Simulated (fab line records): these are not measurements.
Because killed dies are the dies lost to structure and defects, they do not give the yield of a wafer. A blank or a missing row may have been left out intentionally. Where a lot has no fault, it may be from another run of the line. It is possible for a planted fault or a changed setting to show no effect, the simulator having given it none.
fab line records + flow n5-finfet
[record]
- lots = 10
- wafers = 28
- last-day = 17
route steps=1938 shown PMOS_HMC_CHANNEL_EPI@57 FIN_SAQP@95 BEOL_M4@1111
lots that met no fault: from a run of the same line without faults
start-h: hours from the record's opening day to when the first of the lot's shown wafers began + wait-h: how many hours have passed since the lot's step before this one + " unchanged from the row above + L1.1+2: a single row standing in for several wafers + - no value present, or no start provided + * or withheld: withheld + < > ~ a bound
route shown NAME@n: a module of which the file shows steps, and the number in the route of the first + usual: mean/standard deviation of fault-free wafers + same: alike in all rows + chamber/n: place in a boat + sites: each site's reading + _std_site: standard deviation across them + _edge_site: outer sites' mean less inner sites' + radius-mm: for every site, how far away it sits from the centre of the wafer + mask NAME#n: copy n + behind: the last tool/chamber to shape the wafer + hold: what put the lot on hold/how long, in hours/how the hold closed + device: the n, p or np transistor that did not switch + end of line: tests of these same wafers at the route's end + step lacking rows: just its recipe + killed: the dies lost at the first sort to structure and to defects; this is not the yield of the wafer + map: a wafer's dies, x killed, . not, _ none there
set.NAME: the setting as run; set.NAME@STEP: as run at that earlier step + model.NAME: the simulator's own value behind a step, which no gauge read
route steps across a sampled set of lots; one table per step, one row per wafer
services: a tool's chamber out of use, with start hour (start-h, from the record's first day; less than 0 if before it), hours out, and reason
[[steps]]
[step N5_PMOS_HMC_CHANNEL_EPI_HM_DEP_34]
[recipe]
- material = SiO2
- target-thk-a = 360
- temp-c = 400
- precursor = TEOS/O2
- pressure-torr = 6.5
- rf-w = 900
- teos-flow-sccm = 161.4
- gas = O2
- flow-sccm = 2650
- time-s = 6.9
[usual]
- heater-power-w = 529/87
- showerhead-plenum-p-Torr = 8.33/0.04
- throttle-valve-pct = 18.9/0.95
| lot.wafer | tool     | chamber | start-h | wait-h | heater-power-w | showerhead-plenum-p-Torr | since-wet-clean-h | throttle-valve-pct |
|-----------|----------|---------|---------|--------|----------------|--------------------------|-------------------|--------------------|
| L865.3    | pecvd-03 | 1       | 22.77   | 0.0    | 550            | 8.39                     | -                 | 19.2               |
| L865.5    | "        | 1       | "       | "      | 541            | 8.41                     | -                 | 19.3               |
| L866.1    | pecvd-03 | 1       | 28.83   | 0.0    | 536            | 8.40                     | 1458              | 19.6               |
| L866.2    | "        | 0       | "       | "      | 584            | 8.32                     | 733               | 18.8               |
| L866.5    | "        | 0       | "       | "      | 599            | 8.32                     | -                 | 18.8               |
| L873.2    | pecvd-02 | 0       | 71.00   | 0.0    | 515            | 8.36                     | 956               | 18.0               |
| L873.5    | "        | 0       | "       | "      | 509            | 8.38                     | -                 | 18.1               |
| L873.6    | "        | 2       | "       | "      | 434            | 8.31                     | -                 | 17.7               |
| L874.3    | pecvd-03 | 2       | 76.71   | 0.0    | 656            | 8.36                     | 27                | 17.5               |
| L874.5    | "        | 0       | "       | "      | 601            | 8.32                     | -                 | 19.0               |
| L874.6    | "        | 1       | "       | "      | 535            | 8.41                     | -                 | 19.2               |
| L877.2    | pecvd-03 | 2       | 95.15   | 0.0    | 561            | 8.35                     | 45                | 17.1               |
| L877.3    | "        | 1       | "       | "      | 612            | 8.40                     | 1524              | 19.6               |
| L879.2    | pecvd-03 | 2       | 107.71  | 0.0    | 562            | 8.34                     | 58                | 17.3               |
| L879.3    | "        | 0       | "       | "      | 502            | 8.31                     | 812               | 19.2               |
| L879.6    | "        | 1       | "       | "      | 505            | 8.39                     | -                 | 19.2               |
| L880.1    | pecvd-01 | 0       | 113.01  | 0.0    | 471            | 8.32                     | 1179              | 20.1               |
| L880.2    | "        | 2       | "       | "      | 494            | 8.32                     | 409               | 18.3               |
| L880.3    | "        | 1       | "       | "      | 417            | 8.32                     | 1904              | 18.7               |
| L882.1    | pecvd-02 | 1       | 125.15  | 0.0    | 698            | 8.25                     | 1735              | 20.4               |
| L882.4    | "        | 1       | "       | "      | 700            | 8.26                     | -                 | 20.2               |
| L882.6    | "        | 0       | "       | "      | 588            | 8.37                     | -                 | 18.2               |
| L883.1    | pecvd-02 | 0       | 131.50  | 0.0    | 484            | 8.37                     | 1017              | 17.9               |
| L883.3    | "        | 1       | "       | "      | 717            | 8.25                     | 1742              | 20.4               |
| L883.5    | "        | 2       | "       | "      | 483            | 8.29                     | -                 | 18.2               |
| L887.2    | pecvd-02 | 1       | 154.90  | 0.0    | 561            | 8.22                     | 1765              | 20.4               |
| L887.3    | "        | 2       | "       | "      | 511            | 8.29                     | 286               | 18.2               |
| L887.6    | "        | 1       | "       | "      | 574            | 8.26                     | -                 | 20.7               |
[step N5_PMOS_HMC_CHANNEL_EPI_HM_OPEN_15]
[recipe]
- chemistry = CHF3/O2
- target = SiO2
- mask-material = CAR-ArF-block
- target-depth-a = 406
- CHF3_flow_sccm = 50
- O2_flow_sccm = 5
- Ar_flow_sccm = 200
- time-s = 20.3
- pressure-mtorr = 30
- source-w = 650
- bias-w = 170
- ion-energy-ev = 200
[usual]
- drypump-motor-current-A = 5.8/0.37
- oes-product-au = 0.77/0.068
- rf-vpp-V = 528/11
- showerhead-plenum-p-Torr = 2.44/0.086
- throttle-valve-pct = 18.93/0.17
| lot.wafer | tool        | chamber | start-h | wait-h | drypump-motor-current-A | oes-product-au | rf-hours-counter-h | rf-vpp-V | showerhead-plenum-p-Torr | throttle-valve-pct |
|-----------|-------------|---------|---------|--------|-------------------------|----------------|--------------------|----------|--------------------------|--------------------|
| L865.3    | rie-diel-01 | 0       | 23.34   | 0.0    | 6.0                     | 0.83           | 99                 | 523      | 2.33                     | 19.01              |
| L865.5    | "           | 2       | "       | "      | 5.9                     | 0.77           | -                  | 545      | 2.52                     | 19.04              |
| L866.1    | rie-diel-02 | 1       | 29.58   | 0.0    | 6.1                     | 0.75           | 151                | 524      | 2.51                     | 18.87              |
| L866.2    | "           | 3       | "       | "      | 5.9                     | 0.73           | 149                | 524      | 2.31                     | 18.86              |
| L866.5    | "           | 0       | "       | "      | 5.7                     | 0.78           | -                  | 523      | 2.42                     | 18.69              |
| L873.2    | rie-diel-02 | 2       | 71.57   | 0.0    | 5.0                     | 0.77           | 152                | 526      | 2.40                     | 18.70              |
| L873.5    | "           | 2       | "       | "      | 5.0                     | 0.76           | -                  | 527      | 2.40                     | 18.70              |
| L873.6    | "           | 3       | "       | "      | 5.9                     | 0.73           | -                  | 523      | 2.30                     | 18.86              |
| L874.3    | rie-diel-05 | 3       | 77.28   | 0.0    | 5.6                     | 0.73           | 188                | 530      | 2.50                     | 18.99              |
| L874.5    | "           | 0       | "       | "      | 5.9                     | 0.88           | -                  | 548      | 2.55                     | 18.87              |
| L874.6    | "           | 3       | "       | "      | 5.6                     | 0.73           | -                  | 530      | 2.50                     | 18.96              |
| L877.2    | rie-diel-05 | 2       | 95.74   | 0.0    | 5.6                     | 0.73           | 187                | 506      | 2.50                     | 18.93              |
| L877.3    | "           | 1       | "       | "      | 5.7                     | 0.73           | 150                | 533      | 2.32                     | 19.30              |
| L879.2    | rie-diel-02 | 1       | 108.28  | 0.0    | 6.2                     | 0.74           | 175                | 525      | 2.50                     | 18.90              |
| L879.3    | "           | 2       | "       | "      | 5.0                     | 0.75           | 164                | 527      | 2.40                     | 18.72              |
| L879.6    | "           | 0       | "       | "      | 5.7                     | 0.76           | -                  | 522      | 2.41                     | 18.74              |
| L880.1    | rie-diel-05 | 3       | 113.79  | 0.0    | 5.6                     | 0.72           | 198                | 530      | 2.50                     | 18.98              |
| L880.2    | "           | 1       | "       | "      | 5.7                     | 0.74           | 156                | 533      | 2.32                     | 19.31              |
| L880.3    | "           | 2       | "       | "      | 5.6                     | 0.73           | 193                | 507      | 2.50                     | 18.95              |
| L882.1    | rie-diel-02 | 2       | 125.71  | 0.0    | 4.9                     | 0.75           | 171                | 527      | 2.39                     | 18.75              |
| L882.4    | "           | 3       | "       | "      | 5.9                     | 0.71           | -                  | 522      | 2.30                     | 18.90              |
| L882.6    | "           | 2       | "       | "      | 4.9                     | 0.75           | -                  | 526      | 2.39                     | 18.75              |
| L883.1    | rie-diel-01 | 0       | 132.20  | 0.0    | 6.0                     | 0.79           | 135                | 522      | 2.32                     | 19.06              |
| L883.3    | "           | 1       | "       | "      | 6.5                     | 0.92           | 26                 | 523      | 2.44                     | 18.64              |
| L883.5    | "           | 2       | "       | "      | 6.0                     | 0.74           | -                  | 545      | 2.50                     | 19.08              |
| L887.2    | rie-diel-02 | 1       | 155.35  | 0.0    | 6.2                     | 0.73           | 185                | 525      | 2.50                     | 18.90              |
| L887.3    | "           | 2       | "       | "      | 5.0                     | 0.74           | 179                | 526      | 2.39                     | 18.74              |
| L887.6    | "           | 1       | "       | "      | 6.2                     | 0.73           | -                  | 526      | 2.50                     | 18.93              |
[step N5_PMOS_HMC_CHANNEL_EPI_ETCH_38]
[recipe]
- chemistry = CF4
- target = SiO2
- target-depth-a = 15
- ion-energy-ev = 350
- pressure-mtorr = 10
- icp-w = 800
- bias-w = 400
- cf4-flow-sccm = 80
[usual]
- bias-w = 400.0/1.2
- cf4-flow-sccm = 79.97/0.24
- drypump-motor-current-A = 5.9/0.55
- oes-product-au = 1.000/0.02
- throttle-valve-pct = 21.67/0.23
| lot.wafer | tool      | chamber | start-h | wait-h | bias-w | cf4-flow-sccm | drypump-motor-current-A | oes-product-au | rf-hours-counter-h | throttle-valve-pct |
|-----------|-----------|---------|---------|--------|--------|---------------|-------------------------|----------------|--------------------|--------------------|
| L865.3    | rie-si-06 | 3       | 23.70   | 0.0    | 400.6  | 79.55         | 5.5                     | 1.000          | 63                 | 21.57              |
| L865.5    | "         | 1       | "       | "      | 399.6  | 80.28         | 4.9                     | 1.022          | -                  | 21.94              |
| L866.1    | rie-si-05 | 0       | 29.94   | 0.0    | 398.7  | 79.74         | 6.7                     | 1.032          | 13                 | 21.40              |
| L866.2    | "         | 3       | "       | "      | 398.3  | 79.59         | 5.5                     | 0.993          | 111                | 22.00              |
| L866.5    | "         | 0       | "       | "      | 401.6  | 79.72         | 6.7                     | 1.035          | -                  | 21.41              |
| L873.2    | rie-si-01 | 0       | 72.13   | 0.0    | -      | -             | -                       | -              | -                  | -                  |
| L873.5    | "         | 1       | "       | "      | -      | -             | -                       | -              | -                  | -                  |
| L873.6    | "         | 2       | "       | "      | -      | -             | -                       | -              | -                  | -                  |
| L874.3    | rie-si-01 | 1       | 77.64   | 0.0    | -      | -             | -                       | -              | -                  | -                  |
| L874.5    | "         | 3       | "       | "      | -      | -             | -                       | -              | -                  | -                  |
| L874.6    | "         | 2       | "       | "      | -      | -             | -                       | -              | -                  | -                  |
| L877.2    | rie-si-05 | 1       | 96.12   | 0.0    | 399.2  | 80.13         | 5.5                     | 0.994          | 190                | 21.56              |
| L877.3    | "         | 0       | "       | "      | 399.5  | 80.05         | 6.7                     | 1.024          | 14                 | 21.41              |
| L879.2    | rie-si-01 | 0       | 108.66  | 0.0    | 400.4  | 80.01         | 5.6                     | 1.023          | 123                | 21.90              |
| L879.3    | "         | 2       | "       | "      | 401.0  | 79.97         | 5.5                     | 1.009          | 68                 | 21.33              |
| L879.6    | "         | 1       | "       | "      | 399.1  | 79.68         | 5.8                     | 0.968          | -                  | 21.57              |
| L880.1    | rie-si-01 | 1       | 114.17  | 0.0    | 400.7  | 80.21         | 5.8                     | 0.957          | 191                | 21.56              |
| L880.2    | "         | 3       | "       | "      | 401.5  | 80.17         | 6.6                     | 1.013          | 160                | 21.54              |
| L880.3    | "         | 2       | "       | "      | 398.8  | 79.32         | 5.5                     | 0.998          | 68                 | 21.32              |
| L882.1    | rie-si-06 | 3       | 126.08  | 0.0    | 399.3  | 80.02         | 5.5                     | 1.006          | 66                 | 21.58              |
| L882.4    | "         | 2       | "       | "      | 399.4  | 80.33         | 5.9                     | 0.997          | 147                | 21.95              |
| L882.6    | "         | 1       | "       | "      | 399.0  | 80.09         | 4.9                     | 1.028          | -                  | 21.94              |
| L883.1    | rie-si-05 | 2       | 132.58  | 0.0    | 401.3  | 80.38         | 6.8                     | 1.002          | 170                | 21.72              |
| L883.3    | "         | 0       | "       | "      | 399.6  | 80.30         | 6.7                     | 1.021          | 14                 | 21.41              |
| L883.5    | "         | 3       | "       | "      | 401.2  | 80.23         | 5.5                     | 0.977          | -                  | 22.00              |
| L887.2    | rie-si-01 | 0       | 155.71  | 0.0    | 400.8  | 80.28         | 5.6                     | 1.022          | 124                | 21.88              |
| L887.3    | "         | 3       | "       | "      | 398.5  | 79.82         | 6.5                     | 1.022          | 161                | 21.54              |
| L887.6    | "         | 3       | "       | "      | 398.5  | 79.78         | 6.5                     | 1.012          | -                  | 21.55              |
[step N5_FIN_SAQP_DENSIFY_62]
[recipe]
- temp-c = 700
- time-s = 60
- ambient = N2
- idle-temp-c = 600
- ramp-up-c-per-s = 150
- ramp-down-c-per-s = 60
- cool-to-c = 600
[usual]
- lamp-power-pct = 9.85/0.06
- wafer_temp_C_max = 703.3/0.63
| lot.wafer | tool          | chamber | start-h | wait-h | lamp-power-pct | wafer_temp_C_max |
|-----------|---------------|---------|---------|--------|----------------|------------------|
| L865.3    | rtp-anneal-02 | 0       | 26.67   | 0.2    | 9.81           | 703.7            |
| L865.5    | "             | 0       | "       | "      | 9.88           | 703.8            |
| L866.1    | rtp-anneal-02 | 0       | 33.32   | 0.2    | 9.76           | 704.1            |
| L866.2    | "             | 0       | "       | "      | 9.87           | 702.6            |
| L866.5    | "             | 0       | "       | "      | 9.93           | 702.6            |
| L873.2    | rtp-anneal-01 | 0       | 74.90   | 0.2    | 9.83           | 702.7            |
| L873.5    | "             | 0       | "       | "      | 9.78           | 703.3            |
| L873.6    | "             | 0       | "       | "      | 9.80           | 702.6            |
| L874.3    | rtp-anneal-02 | 0       | 82.68   | 0.3    | 9.72           | 704.9            |
| L874.5    | "             | 0       | "       | "      | 9.91           | 703.3            |
| L874.6    | "             | 0       | "       | "      | 9.92           | 703.0            |
| L877.2    | rtp-anneal-01 | 0       | 99.16   | 0.1    | 9.79           | 703.5            |
| L877.3    | "             | 0       | "       | "      | 9.91           | 703.6            |
| L879.2    | rtp-anneal-02 | 0       | 111.54  | 0.4    | 9.83           | 704.2            |
| L879.3    | "             | 0       | "       | "      | 9.82           | 704.4            |
| L879.6    | "             | 0       | "       | "      | 9.74           | 702.7            |
| L880.1    | rtp-anneal-01 | 0       | 117.16  | 0.2    | 9.89           | 702.9            |
| L880.2    | "             | 0       | "       | "      | 9.80           | 703.7            |
| L880.3    | "             | 0       | "       | "      | 9.79           | 704.5            |
| L882.1    | rtp-anneal-01 | 0       | 129.11  | 0.1    | 9.83           | 703.2            |
| L882.4    | "             | 0       | "       | "      | 9.81           | 703.2            |
| L882.6    | "             | 0       | "       | "      | 9.82           | 703.4            |
| L883.1    | rtp-anneal-02 | 0       | 135.42  | 0.2    | 9.88           | 703.1            |
| L883.3    | "             | 0       | "       | "      | 9.83           | 702.8            |
| L883.5    | "             | 0       | "       | "      | 9.84           | 703.1            |
| L887.2    | rtp-anneal-01 | 0       | 158.47  | 0.1    | 9.89           | 703.0            |
| L887.3    | "             | 0       | "       | "      | 9.82           | 702.6            |
| L887.6    | "             | 0       | "       | "      | 9.85           | 702.4            |
[step N5_BEOL_M4_RC_MEAS_101]
[usual]
- DIBL_N = 36.0/1.6
- DIBL_P = 36.1/2
- IOFF_N = 0.160/0.029
- IOFF_P = 0.21/0.039
- ION_N = 675/13
- ION_P = 464/8.8
- SS_N = 71.5/0.58
- SS_P = 73.3/0.65
- VT_N = 250/3.3
- VT_P = -249/3.6
| lot.wafer | tool      | chamber | start-h | wait-h | DIBL_N[mV/V] | DIBL_P[mV/V] | IOFF_N[nA/um] | IOFF_P[nA/um] | ION_N[uA/um] | ION_P[uA/um] | SS_N[mV/dec] | SS_P[mV/dec] | VT_N[mV] | VT_P[mV] |
|-----------|-----------|---------|---------|--------|--------------|--------------|---------------|---------------|--------------|--------------|--------------|--------------|----------|----------|
| L865.3    | prober-01 | 0       | 169.61  | 0.3    | 37.5         | 36.4         | 0.174         | 0.24          | 666          | 460          | 71.8         | 74.0         | 251      | -248     |
| L865.5    | "         | 0       | "       | "      | 36.0         | 34.5         | 0.149         | 0.21          | 667          | 460          | 71.1         | 72.7         | 251      | -250     |
| L866.1    | prober-01 | 0       | 175.16  | 0.0    | 34.1         | 34.5         | 0.128         | 0.17          | 666          | 456          | 72.0         | 72.5         | 252      | -252     |
| L866.2    | "         | 0       | "       | "      | 36.9         | 37.5         | 0.173         | 0.22          | 693          | 473          | 71.0         | 73.4         | 248      | -248     |
| L866.5    | "         | 0       | "       | "      | 33.7         | 33.5         | 0.118         | 0.15          | 665          | 452          | 71.2         | 72.2         | 255      | -255     |
| L873.2    | prober-02 | 0       | 220.17  | 0.2    | 35.8         | 35.5         | 0.150         | 0.20          | 677          | 467          | 71.9         | 73.4         | 249      | -253     |
| L873.5    | "         | 0       | "       | "      | 37.9         | 37.8         | 0.186         | 0.24          | 688          | 472          | 72.2         | 73.6         | 245      | -248     |
| L873.6    | "         | 0       | "       | "      | 38.2         | 37.7         | 0.192         | 0.24          | 688          | 466          | 71.8         | 73.8         | 245      | -248     |
| L874.3    | prober-02 | 0       | 234.71  | 0.3    | 36.3         | 36.7         | 0.166         | 0.23          | 679          | 463          | 72.5         | 72.7         | 248      | -246     |
| L874.5    | "         | 0       | "       | "      | 36.4         | 37.4         | 0.165         | 0.25          | 678          | 471          | 72.9         | 73.8         | 249      | -243     |
| L874.6    | "         | 0       | "       | "      | 37.7         | 38.8         | 0.180         | 0.26          | 672          | 458          | 72.1         | 73.5         | 248      | -247     |
| L877.2    | prober-01 | 0       | 238.45  | 0.2    | 35.6         | 34.9         | 0.155         | 0.22          | 652          | 457          | 71.7         | 72.7         | 250      | -248     |
| L877.3    | "         | 0       | "       | "      | 36.5         | 37.6         | 0.178         | 0.27          | 689          | 474          | 71.2         | 74.2         | 247      | -246     |
| L879.2    | prober-01 | 0       | 265.02  | 0.2    | 37.8         | 37.4         | 0.193         | 0.20          | 694          | 463          | 71.6         | 74.1         | 245      | -251     |
| L879.3    | "         | 0       | "       | "      | 36.3         | 35.7         | 0.152         | 0.18          | 681          | 461          | 71.6         | 74.1         | 251      | -252     |
| L879.6    | "         | 0       | "       | "      | 36.0         | 34.8         | 0.136         | 0.16          | 657          | 444          | 71.0         | 72.7         | 253      | -254     |
| L880.1    | prober-02 | 0       | 267.89  | 0.0    | 34.5         | 34.8         | 0.138         | 0.19          | 657          | 455          | 71.2         | 72.6         | 252      | -250     |
| L880.2    | "         | 0       | "       | "      | 35.9         | 37.2         | 0.166         | 0.25          | 673          | 467          | 71.7         | 73.0         | 249      | -246     |
| L880.3    | "         | 0       | "       | "      | 35.9         | 36.8         | 0.171         | 0.23          | 682          | 470          | 71.7         | 73.5         | 246      | -249     |
| L882.1    | prober-02 | 0       | 286.33  | 0.0    | 37.0         | 37.9         | 0.177         | 0.24          | 694          | 478          | 72.3         | 73.2         | 245      | -245     |
| L882.4    | "         | 0       | "       | "      | 38.7         | 39.9         | 0.218         | 0.30          | 711          | 482          | 72.2         | 74.3         | 244      | -244     |
| L882.6    | "         | 0       | "       | "      | 38.2         | 40.1         | 0.195         | 0.29          | 689          | 480          | 72.1         | 73.8         | 244      | -244     |
| L883.1    | prober-01 | 0       | 297.94  | 0.0    | 34.8         | 34.0         | 0.146         | 0.17          | 687          | 463          | 70.9         | 72.3         | 247      | -252     |
| L883.3    | "         | 0       | "       | "      | 36.2         | 35.5         | 0.154         | 0.20          | 681          | 469          | 71.5         | 73.7         | 248      | -250     |
| L883.5    | "         | 0       | "       | "      | 36.8         | 35.9         | 0.174         | 0.21          | 699          | 468          | 71.2         | 73.0         | 247      | -250     |
| L887.2    | prober-01 | 0       | 302.01  | 0.2    | 37.1         | 39.3         | 0.192         | 0.30          | 682          | 472          | 70.9         | 74.7         | 245      | -242     |
| L887.3    | "         | 0       | "       | "      | 37.2         | 38.6         | 0.181         | 0.27          | 677          | 469          | 72.6         | 73.8         | 247      | -246     |
| L887.6    | "         | 0       | "       | "      | 38.8         | 40.2         | 0.234         | 0.31          | 687          | 468          | 72.1         | 74.1         | 244      | -242     |
[[services]]
| tool          | chamber | start-h | hours | kind                          |
|---------------|---------|---------|-------|-------------------------------|
| pecvd-01      | -       | 3.04    | 0.9   | repair                        |
| rie-diel-01   | 3       | 11.86   | 17.0  | repair                        |
| pecvd-03      | 2       | 21.12   | -     | clean                         |
| pecvd-03      | 2       | 21.12   | -     | consumable-replace:showerhead |
| pecvd-03      | 2       | 21.12   | 29.0  | scheduled-down                |
| pecvd-03      | 2       | 21.12   | 29.0  | vent-cycle                    |
| rie-si-06     | 0       | 24.35   | 7.6   | repair                        |
| rie-diel-01   | 1       | 29.01   | -     | clean                         |
| rie-diel-01   | 1       | 29.01   | -     | consumable-replace:focus-ring |
| pecvd-02      | -       | 44.26   | 14.6  | pm                            |
| pecvd-01      | -       | 50.57   | 2.8   | pm                            |
| rtp-anneal-02 | -       | 58.46   | 1.4   | pm                            |
| rie-diel-01   | 3       | 76.84   | 10.0  | repair                        |
| pecvd-02      | 1       | 87.19   | 5.5   | scheduled-down                |
| pecvd-03      | 1       | 88.26   | 5.5   | scheduled-down                |
| rie-diel-05   | 1       | 91.99   | 2.6   | repair                        |
| rie-diel-02   | 1       | 92.88   | 3.0   | repair                        |
| pecvd-02      | -       | 104.26  | 1.2   | repair                        |
| rie-si-06     | 0       | 108.51  | 9.8   | repair                        |
| rie-diel-02   | 1       | 113.71  | 14.4  | repair                        |
| pecvd-01      | -       | 114.27  | 1.3   | repair                        |
| rie-si-05     | 0       | 115.69  | 2.7   | repair                        |
| pecvd-03      | 1       | 118.82  | 2.1   | scheduled-down                |
| rie-si-01     | 0       | 141.74  | 4.9   | repair                        |
[[key]]
[first-sign]
- step = N5_PMOS_HMC_CHANNEL_EPI_ETCH_38
- reading = tool-record
- direction = missing
effect none on later readings
met-at N5_PMOS_HMC_CHANNEL_EPI_ETCH_38
struck-lots L873,L874
not-acting-at N5_PMOS_HMC_CHANNEL_EPI_HM_DEP_34,N5_PMOS_HMC_CHANNEL_EPI_HM_OPEN_15,N5_FIN_SAQP_DENSIFY_62
[fault]
- kind = skipped-step-whole
- tool = rie-si-01
- chamber = -
- onset-h = 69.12
- steps = N5_PMOS_HMC_CHANNEL_EPI_ETCH_38
- scope = struck-lots-only
